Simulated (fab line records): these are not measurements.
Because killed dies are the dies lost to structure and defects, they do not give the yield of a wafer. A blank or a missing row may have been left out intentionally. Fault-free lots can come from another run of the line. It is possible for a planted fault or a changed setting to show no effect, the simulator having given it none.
Split-lot study | flow n5_finfet | 21 wafers read across 7 lots, on a route 1938 steps long

== ABOUT THE SPLIT ==
At N5_BEOL_M0_SAQP_COAT_72 (time 60 s, resist thk 15 nm), the setting spin_rpm was moved away from the recipe's 1500 rpm on 6 of the 21 wafers read, by -6.9% to +11.1%. All remaining wafers had this setting at the recipe value.

== FROM THE SPLIT TO THE READING: what the file shows between them, 4 steps ==
- N5_BEOL_M0_SAQP_COAT_87: time 60 s, resist thk 5 nm
- N5_BEOL_M0_SAQP_COAT_34: resist thk 30 nm
- N5_BEOL_M0_SAQP_DESCUM_45: chemistry O2, time 7 s
- N5_BEOL_M0_SAQP_ETCH_88: etches underlayer in N2/H2, target depth 6.5 nm, time 5.2 s

== THE READING ==
etch.depth_nm (the simulator's own value, which no gauge read), in nm, at N5_BEOL_M0_SAQP_ETCH_73 (etches SiARC in CF4, target depth 19.5 nm, time 32.5 s). The file does not state a usual value for it. Average 15.06 nm, standard deviation 0.049 nm, over the 15 wafers here run with the recipe.

wafer  | tool, chamber at the split | spin_rpm as run, rpm | against the recipe | etch.depth_nm, nm | against lot-mates on the recipe
L079.2 | litho_track-03, 0          | 1500                 | recipe             | 15.12             | -
L079.5 | litho_track-03, 0          | 1500                 | recipe             | 15.17             | -
L079.6 | litho_track-03, 0          | 1500                 | recipe             | 15.15             | -
L080.1 | litho_track-03, 0          | 1667                 | +11.1%             | 14.29             | -0.73
L080.2 | litho_track-03, 0          | 1667                 | +11.1%             | 14.27             | -0.75
L080.3 | litho_track-03, 0          | 1500                 | recipe             | 15.02             | -
L082.4 | litho_track-01, 0          | 1500                 | recipe             | 15.04             | -
L082.5 | litho_track-01, 0          | 1397                 | -6.9%              | 15.6              | +0.58
L082.6 | litho_track-01, 0          | 1500                 | recipe             | 15                | -
L088.1 | litho_track-03, 0          | 1500                 | recipe             | 15.03             | -
L088.5 | litho_track-03, 0          | 1500                 | recipe             | 15.03             | -
L088.2 | litho_track-03, 0          | 1500                 | recipe             | 15.04             | -
L090.1 | litho_track-03, 0          | 1500                 | recipe             | 15.07             | -
L090.3 | litho_track-03, 0          | 1609                 | +7.3%              | 14.56             | -0.50
L090.4 | litho_track-03, 0          | 1500                 | recipe             | 15.05             | -
L094.2 | litho_track-05, 0          | 1546                 | +3.1%              | 14.82             | -0.23
L094.3 | litho_track-05, 0          | 1500                 | recipe             | 15.07             | -
L094.4 | litho_track-05, 0          | 1500                 | recipe             | 15.03             | -
L097.1 | litho_track-03, 0          | 1500                 | recipe             | 15.02             | -
L097.2 | litho_track-03, 0          | 1500                 | recipe             | 15.01             | -
L097.4 | litho_track-03, 0          | 1449                 | -3.4%              | 15.25             | +0.23

FIT RESULTS
A straight line over all 21 wafers: etch.depth_nm changes by -0.0706 nm for each +1% of spin_rpm; r = -0.99; the points scatter about the line by 0.048 nm.
The same after taking each lot's own level away (the mean of its wafers on the recipe; 21 wafers): -0.0699 nm for each +1%; r = -1.00; scatter 0.028 nm.
That fit puts the effect of the largest move of spin_rpm on the reading at 0.78 nm.
The span of the lots' own levels, 15.015 to 15.147 nm, comes to 2.7 times the standard deviation stated above.
Consequently the slope shifts little with the lot-to-lot level, the two slopes agreeing.
Check: for one of the wafers moved furthest among these (+11.1%), held out of the fit, the line's prediction against its lot-mates is -0.791 nm. Against them it came out at -0.73 nm.

== OTHER SPLITS ON THESE WAFERS ==
Other splits were also applied to these wafers ahead of the reading. Each is held against what the fit with the lots' levels taken away leaves over:
other split on the same wafers       | wafers away from the commonest value | r with etch.depth_nm (lot level and that fit taken away)
N5_MOL_CONTACT_COAG_COAT_76 spin_rpm | 9                                    | +0.07
N5_BEOL_M0_SAQP_COAT_08 spin_rpm     | 6                                    | +0.49
N5_BEOL_M0_SAQP_EXPOSE_11 dose_mj    | 5                                    | +0.46

== THE WHOLE CHAIN: every reading that the file lists as answering this split, in the file's order ==
step                    | what it does                                           | reading                                                                               | change (the file's fit)                | r (the file's)
N5_BEOL_M0_SAQP_COAT_72 | time 60 s, resist thk 15 nm                            | SiARC_of_BEOL_M0_SAQP_COAT_72.thk_nm (the simulator's own value, which no gauge read) | -0.0703 nm for each +1% of the setting | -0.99
N5_BEOL_M0_SAQP_ETCH_73 | etches SiARC in CF4, target depth 19.5 nm, time 32.5 s | etch.depth_nm (the simulator's own value, which no gauge read)                        | -0.0711 nm for each +1% of the setting | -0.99

== FILE'S OWN FIT ==
etch.depth_nm changes by -0.0711 nm for each +1% of spin_rpm, r = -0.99.
